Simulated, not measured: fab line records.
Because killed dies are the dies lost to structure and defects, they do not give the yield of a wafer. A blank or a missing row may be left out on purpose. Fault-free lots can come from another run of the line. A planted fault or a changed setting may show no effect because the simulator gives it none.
Struck lot and sound lot, side by side + flow n5-finfet + 14 out of 1938 route steps
Sound: the wafers L281.1, L281.3, L281.6. Wafers L292.1, L292.4, L292.5 were the ones struck. The cause is given at the end.
Per side, at each step with rows, come the tool, then ch with its chambers, and then its first start. Under that, the readings that differ: sound wafers + struck wafers + difference of the means + sigmas: that difference in standard deviations of wafers without a fault.
alike: readings whose means differ by less than 2 such deviations, and words and numbers that are the same on both sides. not compared: withheld readings, readings that some wafer has no value for, bounds like >300 that may hide the same value, and numbers for which the record gives no deviation and whose values overlap.
The two part at a step that has a row with sigmas, a row that says differs or no value, or rows on one side only. Numbers that have no deviation but don't overlap get no sigmas and don't part them. A reading missing from all wafers of one side parts the sides only when that side holds two or more wafers.

N5_BEOL_M12_ETCH_67: etches SiARC in CF4, target depth 143 nm, time 238.3 s.
  sound on rie-diel-03 ch 0,3, day 11 10:20; struck on rie-diel-01 ch 0,1,2, day 14 04:28
  alike: drypump-motor-current-A, etch-rf-on-time-s, oes-product-au, rf-vpp-V, showerhead-plenum-p-Torr, throttle-valve-pct
  not compared: rf-hours-counter-h
then, 4 steps without rows for these wafers: N5_BEOL_M12_ETCH_68 (etches SOC in N2/H2, time 285 s); N5_BEOL_M12_STRIP_69 (strips in N2/H2); N5_BEOL_M12_TRENCH_ETCH_34 (etches SiOC in C4F8/O2/Ar, target depth 318.95 nm, time 125.5 s); N5_BEOL_M12_STRIP_70 (strips in C4F8/O2/Ar).
N5_BEOL_M12_OCD_MEAS_35:
  sound: ocd-01 at day 11 10:49; struck: ocd-02 at day 14 04:58
  alike: trench-depth-nm
N5_BEOL_M12_STRIP_37: strips in N2/H2.
  sound on plasma-asher-02 ch 0,1, day 11 10:51; struck on plasma-asher-01 ch 0,1, day 14 05:00
  alike: drypump-motor-current-A, heater-power-w, oes-product-au
  not compared: rf-hours-counter-h
N5_BEOL_M12_ETCH_38: etches SiCN in CF4/N2, target depth 68.7 nm, time 73.4 s.
  sound on rie-diel-05 ch 2,3, day 11 12:16; struck on rie-diel-03 ch 0,3, day 14 06:14
  alike: drypump-motor-current-A, oes-product-au, rf-vpp-V, showerhead-plenum-p-Torr, throttle-valve-pct
  not compared: rf-hours-counter-h
then, 3 steps without rows for these wafers: N5_BEOL_M12_PRECLEAN_39 (cleans in residue remover, time 60 s); N5_BEOL_M12_SRD_40 (time 30 s, dry time 30 s); N5_BEOL_M12_DEGAS_41 (time 60 s).
N5_BEOL_M12_PRE_CLEAN_42: time 30 s.
  sound: pvd-sputter-03 at day 11 12:31; struck: pvd-sputter-03 at day 14 07:10
  alike: heater-power-w
N5_BEOL_M12_SPUTTER_43: material TaN, target thk 15 nm, time 24.19 s.
  sound: pvd-sputter-03 at day 11 12:33; struck: pvd-sputter-03 at day 14 07:13
| reading                                      | sound             | struck            | difference | sigmas      |
|----------------------------------------------|-------------------|-------------------|------------|-------------|
| cathode-dc-power-W (W)                       | 15003 15005 15001 | 13372 13367 13371 | -1633      | -99 or more |
| model.TaN_of_BEOL_M12_SPUTTER_43.thk-nm (nm) | 15 15.2 15        | 13.2 13.4 13.2    | -1.8       |             |
  alike: throttle-valve-pct
N5_BEOL_M12_SPUTTER_44: material Ta, target thk 10 nm, time 16.13 s.
  sound: pvd-sputter-03 at day 11 12:38; struck: pvd-sputter-03 at day 14 07:17
  alike: cathode-dc-power-W, throttle-valve-pct

## WHERE THEY PART
At N5_BEOL_M12_SPUTTER_43 and nowhere else, as far as this record goes. Later steps at which nothing parts them and some readings are alike: N5_BEOL_M12_SPUTTER_44.

WHY: whatever the simulator had introduced
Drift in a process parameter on pvd-sputter-03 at N5_BEOL_M12_SPUTTER_43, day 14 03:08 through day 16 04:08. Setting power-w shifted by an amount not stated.
